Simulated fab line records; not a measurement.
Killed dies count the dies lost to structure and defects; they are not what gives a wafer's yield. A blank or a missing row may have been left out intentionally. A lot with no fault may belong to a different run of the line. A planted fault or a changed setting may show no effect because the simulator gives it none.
Struck lot and sound lot, side by side	flow n5 finfet	19 steps out of a route of 1938
Sound: these wafers, L628.1, L628.2, L628.6. Wafers struck: L634.1, L634.2, L634.5. The cause comes at the end.
Per side, at each step with rows, come the tool, then ch with its chambers, and then its first start. Under that, the readings that differ: sound wafers	struck wafers	difference of the means	sigmas: that difference in standard deviations of wafers without a fault.
alike: readings whose means differ by less than 2 such deviations, and words and numbers that are the same on both sides. not compared: withheld readings, readings that some wafer has no value for, bounds like >300 that may hide the same value, and numbers for which the record gives no deviation and whose values overlap.
A row with sigmas, a row that says differs or no value, or rows on one side alone: a step with any of these is where the two part. Numbers that have no deviation but don't overlap get no sigmas and don't part them. Lack of a reading on every wafer of one side parts them only where that side has two or more wafers.

N5_PASSIVATION_AL_ETCH_33: etches Al in Cl2/BCl3, stops on TaN, target depth 2800 nm, time 466.7 s.
  sound on rie metal-01 ch 0,1, day 14 07:17; struck on rie metal-01 ch 0, day 16 08:19
  alike: drypump motor current A, oes product au, throttle valve pct
  not compared: rf hours counter h
N5_PASSIVATION_ETCH_59: etches TaN in Cl2/BCl3, target depth 65 nm, time 34.9 s.
  sound on rie metal-01 ch 0,1, day 14 07:41; struck on rie metal-01 ch 0, day 16 09:07
  alike: drypump motor current A, oes product au, throttle valve pct
  not compared: rf hours counter h
N5_PASSIVATION_STRIP_34: strips in O2.
  sound on rie diel-06 ch 0,1,2, day 14 07:49; struck on rie diel-05 ch 0,1,2, day 16 09:20
  alike: drypump motor current A, oes product au, rf vpp V, showerhead plenum p Torr, throttle valve pct
  not compared: rf hours counter h
then, 4 steps without rows for these wafers: N5_PASSIVATION_STRIP_51 (strips in post etch residue remover, time 1200 s); N5_PASSIVATION_CLEAN_69 (cleans in IPA, time 180 s); N5_PASSIVATION_SRD_70 (time 30 s); N5_PASSIVATION_PECVD_53 (deposits SiO2 from TEOS/O2, target thk 800 nm, time 169.4 s).
N5_PASSIVATION_PECVD_35: deposits SiNx from SiH4/NH3/N2, target thk 700 nm, time 151.3 s.
  sound on pecvd-04 ch 0,1,2, day 14 08:25; struck on pecvd-01 ch 0,2, day 16 09:58
  alike: heater power w, showerhead plenum p Torr, throttle valve pct
then, 4 steps without rows for these wafers: N5_PASSIVATION_HMDS_37 (time 60 s); N5_PASSIVATION_COAT_38; N5_PASSIVATION_EBR_40; N5_PASSIVATION_SOFTBAKE_39 (time 120 s).
N5_PASSIVATION_EXPOSE_41: exposes mask PASS OPEN, defocus 0 nm, target cd 40000 nm.
  sound on krf scanner-01 ch 0, day 14 08:40; struck on krf scanner-02 ch 0, day 16 10:13
reading	sound	struck	difference	sigmas
exposure dose mJ cm2	57.40 57.25 57.27	55.34 55.27 55.25	-2.02	-39
  alike: mask, stage vel mm s
then, 3 steps without rows for these wafers: N5_PASSIVATION_PEB_42; N5_PASSIVATION_DEVELOP_43 (develop time 60 s); N5_PASSIVATION_HARDBAKE_45 (time 120 s).
N5_PASSIVATION_CD_MEAS_44: target cd 40000 nm.
  sound on cd sem-03 ch 0, day 14 08:51; struck on cd sem-01 ch 0, day 16 10:23
reading	sound	struck	difference	sigmas
cd nm (nm)	39989 39994 39993	39985 39983 39980	-9	-3
N5_PASSIVATION_OVL_MEAS_66:
  sound on overlay-01 ch 0, day 14 08:53; struck on overlay-01 ch 0, day 16 10:25
  alike: PASS_OPEN_OVL
N5_PASSIVATION_PROBE_49:
  the record holds rows for the sound wafers here (prober-01, day 14 11:59) but none for the struck ones

## WHERE THEY PART
At N5_PASSIVATION_EXPOSE_41 first; at N5_PASSIVATION_PROBE_49 last (within this record only).

WHY: whatever the simulator had introduced
Process parameter drift: krf scanner-02, from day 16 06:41 on, at N5_PASSIVATION_EXPOSE_41. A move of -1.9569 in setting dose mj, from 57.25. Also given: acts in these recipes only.
